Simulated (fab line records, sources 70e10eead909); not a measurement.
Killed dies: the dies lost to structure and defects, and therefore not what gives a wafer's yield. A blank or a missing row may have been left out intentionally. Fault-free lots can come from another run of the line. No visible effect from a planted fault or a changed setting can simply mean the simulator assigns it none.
One fault seen from 3 desks -- flow nandHarc -- only its own numbers are on each desk; what lay behind them is given at the end

== METROLOGY DESK ==
What the gauges read for every lot (on any tool): the sampled wafers with a number, averaged. If a lot's mean is further than 4 standard deviations from the usual mean, the lot is out of limits and carries the mark OUT (the distance appears in the brackets).
Columns: A = thkNm at NHARC_A_ONON_D1_THK_MEAS_34, usual 200.0 nm
lot,first seen here,A
L114,day 8 12:00,200.9
L116,day 9 16:29,196.1
L118,day 10 07:09,199.5
L119,day 11 01:55,202.3
L121,day 12 00:23,201.7
L125,day 13 05:22,202.0
L124,day 13 05:23,200.1
L126,day 13 13:22,200.4
L132,day 16 01:10,197.7
L135,day 17 08:56,199.4
L136,day 17 22:02,198.8
Result from this desk: across the 11 lots, nothing is out of limits.

== THE DEFECT DESK ==
For each lot, the counts of the inspections along the route, averaged over the sampled wafers that have a number. If a lot's mean is further than 4 standard deviations from the usual mean, the lot is out of limits and carries the mark OUT (the distance appears in the brackets).
Columns: A = rawDefectCount at NHARC_A_CHANNEL_HOLE_D1_INSPECT_40, usual 79
lot,first seen here,A
L114,day 9 01:08,105
L116,day 10 08:18,57
L118,day 10 18:36,55
L119,day 11 11:47,95
L121,day 12 12:08,104
L125,day 13 15:14,73
L124,day 13 17:02,685 (+24) OUT
L126,day 14 00:41,739 (+26) OUT
L132,day 16 11:40,49
L135,day 17 18:47,75
L136,day 18 10:40,65
Finding of this desk: L124, L126 out of limits; the first was L124 at day 13 17:02, on rawDefectCount at NHARC_A_CHANNEL_HOLE_D1_INSPECT_40. L114, L116, L118, L119, L121, L125, L132, L135, L136: within limits.

== AT THE TOOL OWNER'S DESK: harEtch-02 ==
The tool's own readings at NHARC_A_CHANNEL_HOLE_D1_ETCH_33 (etches the open film in C4F8/O2/Ar, time 90 s, target depth 400 nm): means of the sampled wafers that have a number, for each lot that ran on this tool. If a lot's mean is further than 4 standard deviations from the usual mean, the lot is out of limits and carries the mark OUT (the distance appears in the brackets).
Columns: A = drypumpMotorCurrentA at NHARC_A_CHANNEL_HOLE_D1_ETCH_33, usual 5.6 A; B = showerheadPlenumPTorr at NHARC_A_CHANNEL_HOLE_D1_ETCH_33, usual 3.59 Torr; C = throttleValvePct at NHARC_A_CHANNEL_HOLE_D1_ETCH_33, usual 27.619 %
lot,first seen here,A,B,C
L114,day 8 20:20,5.4,3.63,27.616
L119,day 11 10:03,5.5,3.64,27.620
L121,day 12 10:18,5.4,3.60,27.629
L124,day 13 14:39,5.4,3.59,27.618
L126,day 13 22:34,5.4,3.59,27.617
Result from this desk: across the 5 lots, nothing is out of limits.

== BROUGHT TOGETHER ==
The defect desk could have raised an alarm at day 13 17:02, on L124, L126.
The metrology desk saw nothing out of limits.
Nothing out of limits was seen by the tool owner's desk.
The metrology desk holds a record of L124, L126, inside its limits.
On record at the tool owner's desk: L124, L126, within its limits.
Every lot named ran NHARC_A_CHANNEL_HOLE_D1_ETCH_33 on harEtch-02.

== WHAT HAD BEEN PUT IN BY THE SIMULATOR ==
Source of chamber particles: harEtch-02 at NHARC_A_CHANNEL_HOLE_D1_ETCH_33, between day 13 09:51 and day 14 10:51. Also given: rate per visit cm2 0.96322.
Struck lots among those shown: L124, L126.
Hours from the fault's start to each desk's first reading out of limits: the defect desk, 7.
